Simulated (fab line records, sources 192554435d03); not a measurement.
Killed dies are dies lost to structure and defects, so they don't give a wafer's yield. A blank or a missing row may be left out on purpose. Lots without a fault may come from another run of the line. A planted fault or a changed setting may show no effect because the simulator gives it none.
fab line records | flow n5_finfet
record lots=5 wafers=15 last_day=17
route steps=1938 shown BEOL_M12@1656 BEOL_M13@1659
lots that met no fault: from a run of the same line without faults
start_h: hours from the record's first day to the start of the lot's first wafer shown | wait_h: hours since the lot's step before | " the same as in the row above | L1.1+2: a row that stands for several wafers | - no value, or no start given | * or withheld: withheld | < > ~ a bound
route shown NAME@n: a module of which the file shows steps, and the number in the route of the first | usual: mean/standard deviation of fault-free wafers | same: alike in all rows | chamber/n: place in a boat | sites: the reading at each site | _std_site: their standard deviation | _edge_site: outer sites' mean less inner sites' | radius_mm: how far each site lies from the wafer's centre | mask NAME#n: copy n | behind: the tool/chamber that last shaped the wafer | hold: why the lot was held/for how many hours/how that ended | device: the transistor (n, p or np) that didn't switch | end of line: the same wafers' tests at the end of the route | a step without rows: its recipe alone | killed: dies lost to structure and defects at the first sort, not the wafer's yield | map: a wafer's dies, x killed, . not, _ none there
set.NAME: the setting as run; set.NAME@STEP: as run at that earlier step | model.NAME: the simulator's own value behind a step, which no gauge read
lots at some steps of the route; a table a step, a row a wafer
services: from which hour (start_h, from the record's first day; less than 0 if before it) a tool's chamber was out of use, for how many hours, and why
## steps
# step N5_BEOL_M12_DEP_53
# recipe material=SiCN target_thk_a=300 temp_c=withheld precursor=3MS/NH3 pressure_torr=3 rf_w=675 time_s=10.5
# usual showerhead_plenum_p_Torr=4.172/0.029 throttle_valve_pct=18.1/0.98
# columns lot.wafer tool chamber start_h wait_h showerhead_plenum_p_Torr throttle_valve_pct
L074.2 pecvd-02 1 240.06 0.0 4.128 18.0
L074.4 " 0 " " 4.131 18.6
L074.6 " 2 " " 4.148 17.2
L082.2 pecvd-03 1 292.67 0.0 4.217 18.7
L082.3 " 0 " " 4.193 17.7
L082.5 " 0 " " 4.200 17.8
L088.2 pecvd-02 2 331.37 0.0 4.152 17.1
L088.5 " 0 " " 4.138 18.7
L088.6 " 1 " " 4.135 18.1
L090.1 pecvd-02 0 348.33 0.0 4.132 18.9
L090.2 " 1 " " 4.141 18.0
L090.5 " 0 " " 4.153 18.7
L095.2 pecvd-03 1 373.86 0.0 4.211 18.4
L095.3 " 2 " " 4.194 18.3
L095.5 " 1 " " 4.216 18.6
# step N5_BEOL_M12_RS_MEAS_54
# recipe thk_meas_gauge=four-point-probe reads=Cu_of_BEOL_M12_ECD_47+Ta_of_BEOL_M12_SPUTTER_44+TaN_of_BEOL_M12_SPUTTER_43
# usual M12_RS=0.0600/0.001
# columns lot.wafer tool chamber start_h wait_h M12_RS[ohm/sq]
L074.2 film_metro-02 - 240.13 0.0 0.0604
L074.4 " - " " 0.0601
L074.6 " - " " 0.0604
L082.2 film_metro-02 - 292.73 0.0 0.0594
L082.3 " - " " 0.0603
L082.5 " - " " 0.0601
L088.2 film_metro-02 - 331.44 0.0 0.0608
L088.5 " - " " 0.0610
L088.6 " - " " 0.0603
L090.1 film_metro-02 - 348.41 0.1 0.0612
L090.2 " - " " 0.0598
L090.5 " - " " 0.0594
L095.2 film_metro-01 - 373.93 0.0 0.0604
L095.3 " - " " 0.0598
L095.5 " - " " 0.0595
# step N5_BEOL_M12_INSPECT_55
# recipe inspect_instrument=darkfield mode=post_dep
# usual raw_defect_count=67/25
# columns lot.wafer tool chamber start_h wait_h raw_defect_count
L074.2 defect_inspect-02 - 240.15 0.0 44
L074.4 " - " " 53
L074.6 " - " " 44
L082.2 defect_inspect-01 - 292.76 0.0 108
L082.3 " - " " 113
L082.5 " - " " 85
L088.2 defect_inspect-02 - 331.46 0.0 74
L088.5 " - " " 77
L088.6 " - " " 55
L090.1 defect_inspect-01 - 348.44 0.0 45
L090.2 " - " " 49
L090.5 " - " " 49
L095.2 defect_inspect-02 - 373.95 0.0 73
L095.3 " - " " 50
L095.5 " - " " 44
# step N5_BEOL_M13_ILD_DEP_00
# recipe material=SiOC target_thk_a=8379.2 temp_c=350 precursor=DEMS/O2 pressure_torr=5 rf_w=500 time_s=166.4
# usual heater_power_w=416/46 showerhead_plenum_p_Torr=5.694/0.016 throttle_valve_pct=12.3/0.99
# columns lot.wafer tool chamber start_h wait_h heater_power_w showerhead_plenum_p_Torr throttle_valve_pct
L074.2 pecvd-04 1 240.19 0.0 429 5.707 13.2
L074.4 " 2 " " 348 5.671 10.7
L074.6 " 0 " " 361 5.707 12.8
L082.2 pecvd-04 1 292.80 0.0 369 5.694 13.4
L082.3 " 0 " " 357 5.685 12.9
L082.5 " 1 " " 433 5.699 13.3
L088.2 pecvd-02 1 331.50 0.0 385 5.678 11.7
L088.5 " 1 " " 420 5.676 12.0
L088.6 " 0 " " 379 5.675 12.7
L090.1 pecvd-04 0 348.47 0.0 436 5.712 13.1
L090.2 " 1 " " 422 5.714 13.4
L090.5 " 2 " " 339 5.689 10.5
L095.2 pecvd-04 2 373.99 0.0 420 5.690 10.8
L095.3 " 0 " " 428 5.698 13.3
L095.5 " 2 " " 378 5.692 10.9
# step N5_BEOL_M13_THK_MEAS_01
# recipe reads=SiOC_of_BEOL_M13_ILD_DEP_00
# usual M13_ILD_THK=832/12
# columns lot.wafer tool chamber start_h wait_h M13_ILD_THK[nm]
L074.2 film_metro-01 - 240.34 0.1 836
L074.4 " - " " 837
L074.6 " - " " 840
L082.2 film_metro-01 - 293.01 0.2 815
L082.3 " - " " 818
L082.5 " - " " 835
L088.2 film_metro-02 - 331.65 0.1 831
L088.5 " - " " 830
L088.6 " - " " 835
L090.1 film_metro-02 - 348.62 0.1 811
L090.2 " - " " 821
L090.5 " - " " 839
L095.2 film_metro-01 - 374.20 0.2 825
L095.3 " - " " 829
L095.5 " - " " 839
# step N5_BEOL_M13_COAT_58
# recipe resist=BARC temp_c=205 time_s=60 spin_rpm=1500 resist_thk_nm=89
# columns lot.wafer tool chamber start_h wait_h
L074.2+4+6 litho_track-04 0 240.37 0.0
L082.2+3+5 litho_track-01 0 293.04 0.0
L088.2+5+6 litho_track-05 0 331.68 0.0
L090.1+2+5 litho_track-04 0 348.66 0.0
L095.2+3+5 litho_track-04 0 374.23 0.0
# step N5_BEOL_M13_COAT_04
# recipe spin_rpm=1625 resist_thk_nm=400
# columns lot.wafer tool chamber start_h wait_h
L074.2+4+6 litho_track-04 0 - -
L082.2+3+5 litho_track-01 0 - -
L088.2+5+6 litho_track-05 0 - -
L090.1+2+5 litho_track-04 0 - -
L095.2+3+5 litho_track-04 0 - -
# step N5_BEOL_M13_EBR_06
# recipe solvent=PGMEA ebr_width_mm=1.5
# columns lot.wafer tool chamber start_h wait_h
L074.2+4+6 litho_track-04 0 - -
L082.2+3+5 litho_track-01 0 - -
L088.2+5+6 litho_track-05 0 - -
L090.1+2+5 litho_track-04 0 - -
L095.2+3+5 litho_track-04 0 - -
# step N5_BEOL_M13_SOFTBAKE_05
# recipe temp_c=130 time_s=60
# columns lot.wafer tool chamber start_h wait_h
L074.2+4+6 litho_track-04 0 - -
L082.2+3+5 litho_track-01 0 - -
L088.2+5+6 litho_track-05 0 - -
L090.1+2+5 litho_track-04 0 - -
L095.2+3+5 litho_track-04 0 - -
# step N5_BEOL_M13_EXPOSE_07
# recipe mask_id=V12 na=0.93 source_shape=conventional sigma_outer=0.6 polarization=unpolarized attpsm_phase_deg=180 dose_mj=24.8
# columns lot.wafer tool chamber start_h wait_h mask
L074.2+4+6 krf_scanner-02 0 240.48 - V12#0
L082.2+3+5 krf_scanner-02 0 293.14 - V12#0
L088.2+5+6 krf_scanner-01 0 331.91 - V12#0
L090.1+2+5 krf_scanner-01 0 348.88 - V12#0
L095.2+3+5 krf_scanner-02 0 374.46 - V12#0
# step N5_BEOL_M13_PEB_08
# recipe peb_temp_c=130 peb_time_s=90
# columns lot.wafer tool chamber start_h wait_h
L074.2+4+6 litho_track-04 0 240.53 0.0
L082.2+3+5 litho_track-01 0 293.20 0.0
L088.2+5+6 litho_track-01 0 331.96 0.0
L090.1+2+5 litho_track-01 0 348.94 0.1
L095.2+3+5 litho_track-05 0 374.51 0.0
# step N5_BEOL_M13_DEVELOP_09
# recipe develop_time_s=45 rinse_liquid=diw dry=air_spin dev_temp_c=21
# columns lot.wafer tool chamber start_h wait_h
L074.2+4+6 litho_track-04 0 - -
L082.2+3+5 litho_track-01 0 - -
L088.2+5+6 litho_track-01 0 - -
L090.1+2+5 litho_track-01 0 - -
L095.2+3+5 litho_track-05 0 - -
# step N5_BEOL_M13_HARDBAKE_14
# recipe temp_c=130 time_s=120
# columns lot.wafer tool chamber start_h wait_h
L074.2+4+6 litho_track-04 0 - -
L082.2+3+5 litho_track-01 0 - -
L088.2+5+6 litho_track-01 0 - -
L090.1+2+5 litho_track-01 0 - -
L095.2+3+5 litho_track-05 0 - -
# step N5_BEOL_M13_CD_MEAS_10
# recipe target_cd_nm=190 landing_energy_ev=500 detector=se_inlens polarity=opening
# usual cd_nm=189.9/1.4
# columns lot.wafer tool chamber start_h wait_h cd_nm
L074.2 cd_sem-02 0 240.65 - 190.9
L074.4 " 0 " " 190.7
L074.6 " 0 " " 191.0
L082.2 cd_sem-02 0 293.31 - 190.6
L082.3 " 0 " " 190.1
L082.5 " 0 " " 192.3
L088.2 cd_sem-03 0 332.08 - 190.5
L088.5 " 0 " " 189.3
L088.6 " 0 " " 189.8
L090.1 cd_sem-01 0 349.05 - 189.0
L090.2 " 0 " " 188.7
L090.5 " 0 " " 189.0
L095.2 cd_sem-02 0 374.63 - 188.8
L095.3 " 0 " " 187.9
L095.5 " 0 " " 188.3
# step N5_BEOL_M13_OVL_MEAS_11
# recipe points_per_wafer=44
# usual V12_OVL=-5/5.2
# columns lot.wafer tool chamber start_h wait_h V12_OVL[nm]
L074.2 overlay-02 0 240.68 0.0 -4
L074.4 " 0 " " -2
L074.6 " 0 " " -7
L082.2 overlay-02 0 293.34 0.0 -3
L082.3 " 0 " " 4
L082.5 " 0 " " -5
L088.2 overlay-01 0 332.11 0.0 -10
L088.5 " 0 " " -8
L088.6 " 0 " " -20
L090.1 overlay-01 0 349.09 0.0 -3
L090.2 " 0 " " 4
L090.5 " 0 " " 2
L095.2 overlay-02 0 374.66 0.0 -6
L095.3 " 0 " " -9
L095.5 " 0 " " -10
# step N5_BEOL_M13_INSPECT_12
# recipe mode=adi inspect_instrument=macro
# usual raw_defect_count=2.2/1.6
# columns lot.wafer tool chamber start_h wait_h raw_defect_count
L074.2 defect_inspect-02 - 240.70 0.0 6
L074.4 " - " " 1
L074.6 " - " " 1
L082.2 defect_inspect-02 - 293.36 0.0 4
L082.3 " - " " 2
L082.5 " - " " 0
L088.2 defect_inspect-01 - 332.13 0.0 2
L088.5 " - " " 1
L088.6 " - " " 1
L090.1 defect_inspect-01 - 349.11 0.0 3
L090.2 " - " " 0
L090.5 " - " " 3
L095.2 defect_inspect-02 - 374.68 0.0 1
L095.3 " - " " 3
L095.5 " - " " 2
# step N5_BEOL_M13_DESCUM_15
# recipe chemistry=O2 time_s=7.9 source_power_w=50 bias_power_w=20 pressure_mtorr=20 rf_frequency_hz=2.712e+07 temp_c=40 o2_flow_sccm=225
# usual drypump_motor_current_A=5.7/0.41 oes_product_au=0.81/0.093 rf_vpp_V=243.5/1.3 showerhead_plenum_p_Torr=2.11/0.073 throttle_valve_pct=20.39/0.19
# columns lot.wafer tool chamber start_h wait_h drypump_motor_current_A oes_product_au rf_hours_counter_h rf_vpp_V showerhead_plenum_p_Torr throttle_valve_pct
L074.2 rie_diel-02 1 240.73 0.0 5.4 0.71 203 245.8 2.15 20.69
L074.4 " 3 " " 5.6 0.82 82 243.0 2.11 20.32
L074.6 " 3 " " 5.5 0.82 - 242.9 2.11 20.31
L082.2 rie_diel-06 0 293.40 0.0 5.1 0.68 213 242.5 1.97 20.52
L082.3 " 3 " " 5.2 0.94 21 246.4 2.23 20.53
L082.5 " 3 " " 5.3 0.94 - 243.9 2.23 20.54
L088.2 rie_diel-02 3 332.17 0.0 5.6 0.80 110 242.2 2.11 20.36
L088.5 " 3 " " 5.6 0.80 - 243.9 2.10 20.35
L088.6 " 0 " " 6.5 0.84 - 243.5 2.14 20.51
L090.1 rie_diel-05 1 349.14 0.0 5.8 0.73 206 243.4 2.15 20.22
L090.2 " 0 " " 5.1 0.92 26 243.0 2.14 20.49
L090.5 " 0 " " 5.1 0.91 - 242.6 2.14 20.48
L095.2 rie_diel-02 0 374.89 0.2 6.5 0.83 73 242.9 2.13 20.53
L095.3 " 1 " " 5.4 0.68 243 245.5 2.14 20.76
L095.5 " 0 " " 6.5 0.81 - 243.7 2.13 20.54
# step N5_BEOL_M13_ETCH_59
# recipe chemistry=N2/H2 target=BARC target_depth_a=890 overetch_a=267 time_s=67.9 ion_energy_ev=200 pressure_mtorr=30 source_w=840 bias_w=150 n2_flow_sccm=200 h2_flow_sccm=200
# usual drypump_motor_current_A=5.7/0.41 oes_product_au=0.69/0.073 rf_vpp_V=524.5/2.5 showerhead_plenum_p_Torr=2.56/0.09 throttle_valve_pct=17.83/0.23
# columns lot.wafer tool chamber start_h wait_h drypump_motor_current_A oes_product_au rf_hours_counter_h rf_vpp_V showerhead_plenum_p_Torr throttle_valve_pct
L074.2 rie_diel-02 1 240.77 0.0 5.4 0.62 203 526.3 2.63 18.30
L074.4 " 3 " " 5.6 0.70 82 524.3 2.56 17.73
L074.6 " 3 " " 5.6 0.70 - 526.3 2.56 17.75
L082.2 rie_diel-06 0 293.43 0.0 5.2 0.60 213 519.6 2.41 18.05
L082.3 " 3 " " 5.2 0.80 21 529.5 2.71 17.89
L082.5 " 3 " " 5.2 0.79 - 527.9 2.71 17.91
L088.2 rie_diel-02 3 332.20 0.0 5.5 0.68 110 522.6 2.55 17.79
L088.5 " 3 " " 5.5 0.67 - 525.2 2.55 17.79
L088.6 " 0 " " 6.5 0.71 - 523.8 2.59 17.90
L090.1 rie_diel-05 1 349.18 0.0 5.8 0.63 206 526.9 2.63 17.84
L090.2 " 0 " " 5.1 0.75 26 525.5 2.60 17.91
L090.5 " 0 " " 5.1 0.76 - 524.5 2.60 17.93
L095.2 rie_diel-02 0 374.93 0.0 6.5 0.70 73 524.6 2.58 17.92
L095.3 " 1 " " 5.4 0.60 243 526.2 2.61 18.38
L095.5 " 0 " " 6.5 0.70 - 525.7 2.58 17.93
# step N5_BEOL_M13_VIA_ETCH_16
# recipe chemistry=C4F8/O2/Ar target=SiOC pressure_mtorr=30 source_w=3000 bias_w=700 Ar_flow_sccm=400 C4F8_flow_sccm=15 O2_flow_sccm=8 he_inner_torr=15 he_outer_torr=30 target_depth_a=9217 time_s=withheld ion_energy_ev=250 ends=cleared
# usual drypump_motor_current_A=5.7/0.41 oes_product_au=0.73/0.081 rf_vpp_V=666/3.1 showerhead_plenum_p_Torr=3.44/0.11 throttle_valve_pct=24.17/0.16
# columns lot.wafer tool chamber start_h wait_h drypump_motor_current_A oes_product_au rf_vpp_V showerhead_plenum_p_Torr throttle_valve_pct
L074.2 rie_diel-02 1 240.82 0.0 5.4 0.65 668 3.48 24.32
L074.4 " 3 " " 5.6 0.74 667 3.47 24.21
L074.6 " 3 " " 5.5 0.74 665 3.47 24.21
L082.2 rie_diel-06 0 293.48 0.0 5.2 0.62 661 3.22 24.15
L082.3 " 3 " " 5.2 0.86 671 3.63 24.33
L082.5 " 3 " " 5.3 0.85 672 3.63 24.36
L088.2 rie_diel-02 3 332.25 0.0 5.6 0.71 666 3.46 24.25
L088.5 " 3 " " 5.6 0.72 666 3.46 24.23
L088.6 " 0 " " 6.5 0.75 667 3.46 24.19
L090.1 rie_diel-05 1 349.23 0.0 5.8 0.64 667 3.53 24.08
L090.2 " 0 " " 5.1 0.81 668 3.49 24.25
L090.5 " 0 " " 5.1 0.80 667 3.49 24.27
L095.2 rie_diel-02 0 374.98 0.0 6.5 0.73 667 3.45 24.20
L095.3 " 1 " " 5.4 0.63 666 3.46 24.39
L095.5 " 0 " " 6.5 0.74 668 3.45 24.19
# step N5_BEOL_M13_STRIP_63
# recipe chemistry=N2/H2 power_w=1000 temp_c=250 h2_frac=0.65 overash_fraction=0.3 pressure_mtorr=1000 n2_flow_sccm=1750 h2_flow_sccm=3250
# usual drypump_motor_current_A=5.7/0.67 heater_power_w=312/23 oes_product_au=0.675/0.0052 strip_time_to_endpoint_s=28.1/1.2
# columns lot.wafer tool chamber start_h wait_h drypump_motor_current_A heater_power_w oes_product_au rf_hours_counter_h strip_time_to_endpoint_s
L074.2 plasma_asher-02 1 241.20 - 6.4 298 0.688 106 28.6
L074.4 " 1 " " 6.4 310 0.681 - 27.7
L074.6 " 1 " " 6.4 309 0.677 - 28.2
L082.2 plasma_asher-02 0 293.72 - 4.9 285 0.677 116 30.2
L082.3 " 0 " " 4.9 277 0.673 - 29.6
L082.5 " 1 " " 6.4 308 0.677 - 27.7
L088.2 plasma_asher-01 1 332.49 - 6.3 347 0.679 88 27.6
L088.5 " 1 " " 6.3 346 0.680 - 27.6
L088.6 " 0 " " 5.2 308 0.674 - 26.8
L090.1 plasma_asher-02 0 349.47 - 4.9 283 0.674 129 30.3
L090.2 " 1 " " 6.5 303 0.677 129 28.7
L090.5 " 0 " " 4.9 280 0.683 - 27.4
L095.2 plasma_asher-02 0 375.21 - 4.9 288 0.677 135 28.3
L095.3 " 0 " " 4.9 287 0.674 - 28.8
L095.5 " 1 " " 6.5 309 0.679 - 27.4
# step N5_BEOL_M13_STRIP_64
# recipe chemistry=N2/H2 power_w=1000 temp_c=250 h2_frac=0.65 overash_fraction=0.3 pressure_mtorr=withheld n2_flow_sccm=1750 h2_flow_sccm=3250
# usual drypump_motor_current_A=5.7/0.67 heater_power_w=311/23 oes_product_au=0.715/0.0043 strip_time_to_endpoint_s=31.33/0.07
# columns lot.wafer tool chamber start_h wait_h drypump_motor_current_A heater_power_w oes_product_au rf_hours_counter_h strip_time_to_endpoint_s
L074.2 plasma_asher-02 1 241.26 0.0 6.4 311 0.713 106 31.37
L074.4 " 1 " " 6.4 306 0.707 - 31.34
L074.6 " 1 " " 6.4 309 0.717 - 31.32
L082.2 plasma_asher-02 0 293.78 0.0 4.9 285 0.716 116 31.25
L082.3 " 0 " " 4.9 281 0.716 - 31.30
L082.5 " 1 " " 6.5 306 0.719 - 31.41
L088.2 plasma_asher-01 1 332.55 0.0 6.3 337 0.716 88 31.36
L088.5 " 1 " " 6.3 346 0.712 - 31.38
L088.6 " 0 " " 5.2 301 0.713 - 31.32
L090.1 plasma_asher-02 0 349.53 0.0 4.9 289 0.715 129 31.30
L090.2 " 1 " " 6.5 318 0.721 129 31.28
L090.5 " 0 " " 4.9 281 0.715 - 31.31
L095.2 plasma_asher-02 0 375.27 0.0 4.9 272 0.719 135 31.31
L095.3 " 0 " " 4.9 286 0.716 - 31.20
L095.5 " 1 " " 6.4 304 0.717 - 31.28
## services
# columns tool chamber start_h hours kind
rie_diel-06 3 224.10 7.6 repair
pecvd-03 - 225.47 1.4 repair
pecvd-04 2 242.49 15.4 repair
rie_diel-06 - 243.11 0.3 repair
pecvd-03 - 248.82 1.2 repair
krf_scanner-02 - 253.02 0.8 pm
krf_scanner-01 - 268.10 1.3 pm
plasma_asher-01 - 273.31 0.4 repair
krf_scanner-02 - 281.71 1.3 pm
pecvd-04 2 283.45 12.7 repair
plasma_asher-02 - 284.54 2.8 pm
krf_scanner-01 - 293.90 2.0 repair
plasma_asher-01 - 294.33 2.8 pm
pecvd-02 - 295.04 2.8 pm
plasma_asher-01 - 300.80 5.8 repair
rie_diel-05 - 302.74 0.3 repair
krf_scanner-01 - 312.01 3.1 repair
krf_scanner-01 - 320.16 0.8 pm
krf_scanner-02 - 321.99 1.0 pm
krf_scanner-02 - 332.56 0.3 repair
krf_scanner-02 - 337.75 0.8 pm
rie_diel-06 0 364.88 7.3 repair
pecvd-03 - 366.31 0.7 repair
rie_diel-06 1 374.02 1.3 repair
## key
fault none
